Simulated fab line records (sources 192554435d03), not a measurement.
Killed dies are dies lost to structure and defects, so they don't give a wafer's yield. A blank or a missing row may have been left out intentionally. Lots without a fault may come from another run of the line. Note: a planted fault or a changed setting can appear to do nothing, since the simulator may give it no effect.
Split-lot trial || flow n5-finfet || on a route of 1938 steps: 7 lots, 21 wafers read

== SPLIT DETAILS ==
At N5_BEOL_M11_ETCH_62 (etches SOC in N2/H2, target depth 110 nm, overetch 22 nm, time 165 s), the setting time-s was moved away from the recipe's 165 s on 7 of the 21 wafers read, by -22.5% to -6.3%. The other wafers ran this setting at the recipe's value.

The split's own step is where the reading is taken.

== THE READING ==
SiARC_of_BEOL_M11_COAT_60.thk-nm (the simulator's own value, which no gauge read), in nm, at N5_BEOL_M11_ETCH_62 (etches SOC in N2/H2, target depth 110 nm, overetch 22 nm, time 165 s). The file gives no usual value for it. The 14 wafers here that ran the recipe average 23.4 nm, standard deviation 0.19 nm.

{"wafer": "L077.4", "tool, chamber at the split": "rie-diel-05, 0", "time-s as run, s": 165, "against the recipe": "recipe", "SiARC_of_BEOL_M11_COAT_60.thk-nm, nm": 23.2, "against lot-mates on the recipe": "-"}
{"wafer": "L077.5", "tool, chamber at the split": "rie-diel-05, 3", "time-s as run, s": 165, "against the recipe": "recipe", "SiARC_of_BEOL_M11_COAT_60.thk-nm, nm": 23.6, "against lot-mates on the recipe": "-"}
{"wafer": "L077.6", "tool, chamber at the split": "rie-diel-05, 0", "time-s as run, s": 165, "against the recipe": "recipe", "SiARC_of_BEOL_M11_COAT_60.thk-nm, nm": 23.4, "against lot-mates on the recipe": "-"}
{"wafer": "L082.2", "tool, chamber at the split": "rie-diel-02, 1", "time-s as run, s": 165, "against the recipe": "recipe", "SiARC_of_BEOL_M11_COAT_60.thk-nm, nm": 23.4, "against lot-mates on the recipe": "-"}
{"wafer": "L082.5", "tool, chamber at the split": "rie-diel-02, 1", "time-s as run, s": 165, "against the recipe": "recipe", "SiARC_of_BEOL_M11_COAT_60.thk-nm, nm": 23.4, "against lot-mates on the recipe": "-"}
{"wafer": "L082.6", "tool, chamber at the split": "rie-diel-02, 0", "time-s as run, s": 165, "against the recipe": "recipe", "SiARC_of_BEOL_M11_COAT_60.thk-nm, nm": 23.8, "against lot-mates on the recipe": "-"}
{"wafer": "L085.3", "tool, chamber at the split": "rie-diel-04, 0,3", "time-s as run, s": 165, "against the recipe": "recipe", "SiARC_of_BEOL_M11_COAT_60.thk-nm, nm": 23.4, "against lot-mates on the recipe": "-"}
{"wafer": "L085.5", "tool, chamber at the split": "rie-diel-04, 0,3", "time-s as run, s": 165, "against the recipe": "recipe", "SiARC_of_BEOL_M11_COAT_60.thk-nm, nm": 23.4, "against lot-mates on the recipe": "-"}
{"wafer": "L085.4", "tool, chamber at the split": "rie-diel-04, 1", "time-s as run, s": 165, "against the recipe": "recipe", "SiARC_of_BEOL_M11_COAT_60.thk-nm, nm": 23.8, "against lot-mates on the recipe": "-"}
{"wafer": "L087.3", "tool, chamber at the split": "rie-diel-04, 0", "time-s as run, s": 127.9, "against the recipe": "-22.5%", "SiARC_of_BEOL_M11_COAT_60.thk-nm, nm": 25, "against lot-mates on the recipe": "+1.6"}
{"wafer": "L087.4", "tool, chamber at the split": "rie-diel-04, 2,3", "time-s as run, s": 165, "against the recipe": "recipe", "SiARC_of_BEOL_M11_COAT_60.thk-nm, nm": 23.4, "against lot-mates on the recipe": "-"}
{"wafer": "L087.6", "tool, chamber at the split": "rie-diel-04, 2,3", "time-s as run, s": 165, "against the recipe": "recipe", "SiARC_of_BEOL_M11_COAT_60.thk-nm, nm": 23.4, "against lot-mates on the recipe": "-"}
{"wafer": "L091.1", "tool, chamber at the split": "rie-diel-04, 1", "time-s as run, s": 154.6, "against the recipe": "-6.3%", "SiARC_of_BEOL_M11_COAT_60.thk-nm, nm": 24.2, "against lot-mates on the recipe": "no lot-mate on the recipe"}
{"wafer": "L091.2", "tool, chamber at the split": "rie-diel-04, 2,0", "time-s as run, s": 154.6, "against the recipe": "-6.3%", "SiARC_of_BEOL_M11_COAT_60.thk-nm, nm": 23.6, "against lot-mates on the recipe": "no lot-mate on the recipe"}
{"wafer": "L091.3", "tool, chamber at the split": "rie-diel-04, 2,0", "time-s as run, s": 154.6, "against the recipe": "-6.3%", "SiARC_of_BEOL_M11_COAT_60.thk-nm, nm": 23.6, "against lot-mates on the recipe": "no lot-mate on the recipe"}
{"wafer": "L092.1", "tool, chamber at the split": "rie-diel-04, 0", "time-s as run, s": 138.8, "against the recipe": "-15.9%", "SiARC_of_BEOL_M11_COAT_60.thk-nm, nm": 24.4, "against lot-mates on the recipe": "+1.2"}
{"wafer": "L092.3", "tool, chamber at the split": "rie-diel-04, 1", "time-s as run, s": 138.8, "against the recipe": "-15.9%", "SiARC_of_BEOL_M11_COAT_60.thk-nm, nm": 25, "against lot-mates on the recipe": "+1.8"}
{"wafer": "L092.5", "tool, chamber at the split": "rie-diel-04, 2", "time-s as run, s": 165, "against the recipe": "recipe", "SiARC_of_BEOL_M11_COAT_60.thk-nm, nm": 23.2, "against lot-mates on the recipe": "-"}
{"wafer": "L095.1", "tool, chamber at the split": "rie-diel-05, 1", "time-s as run, s": 133.5, "against the recipe": "-19.1%", "SiARC_of_BEOL_M11_COAT_60.thk-nm, nm": 24.8, "against lot-mates on the recipe": "+1.4"}
{"wafer": "L095.2", "tool, chamber at the split": "rie-diel-05, 3", "time-s as run, s": 165, "against the recipe": "recipe", "SiARC_of_BEOL_M11_COAT_60.thk-nm, nm": 23.6, "against lot-mates on the recipe": "-"}
{"wafer": "L095.5", "tool, chamber at the split": "rie-diel-05, 0", "time-s as run, s": 165, "against the recipe": "recipe", "SiARC_of_BEOL_M11_COAT_60.thk-nm, nm": 23.2, "against lot-mates on the recipe": "-"}
Rows listing several chambers each stand for several wafers; the file does not say which wafer went through which chamber.

THE FIT
A straight line over all 21 wafers: SiARC_of_BEOL_M11_COAT_60.thk-nm changes by -0.0726 nm for each +1% of time-s; r = -0.92; the points scatter about the line by 0.23 nm.
The same after taking each lot's own level away (the mean of its wafers on the recipe; 18 wafers): -0.0799 nm for each +1%; r = -0.95; scatter 0.21 nm.
That fit puts the effect of the largest move of time-s on the reading at 1.8 nm.
Across the lots, their own levels run from 23.20 to 23.53 nm, a range of 1.8 times the standard deviation given above.
So the lot-to-lot level changes the slope little: the two slopes agree.
Check: +1.92 nm against its lot-mates is what the line predicts for one of the wafers moved furthest among these (-22.5%) when that wafer is left out of the fit. Against them it came out at +1.6 nm.

== OTHER SPLITS ON THESE WAFERS ==
Note: prior to the reading, these wafers also went through further splits. Each is held against what the fit with the lots' levels taken away leaves over:
{"other split on the same wafers": "N5_BEOL_M10_ETCH_62 time-s", "wafers away from the commonest value": 5, "r with SiARC_of_BEOL_M11_COAT_60.thk-nm (lot level and that fit taken away)": "+0.28"}

== FILE'S OWN FIT ==
SiARC_of_BEOL_M11_COAT_60.thk-nm changes by -0.0771 nm for each +1% of time-s, r = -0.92.
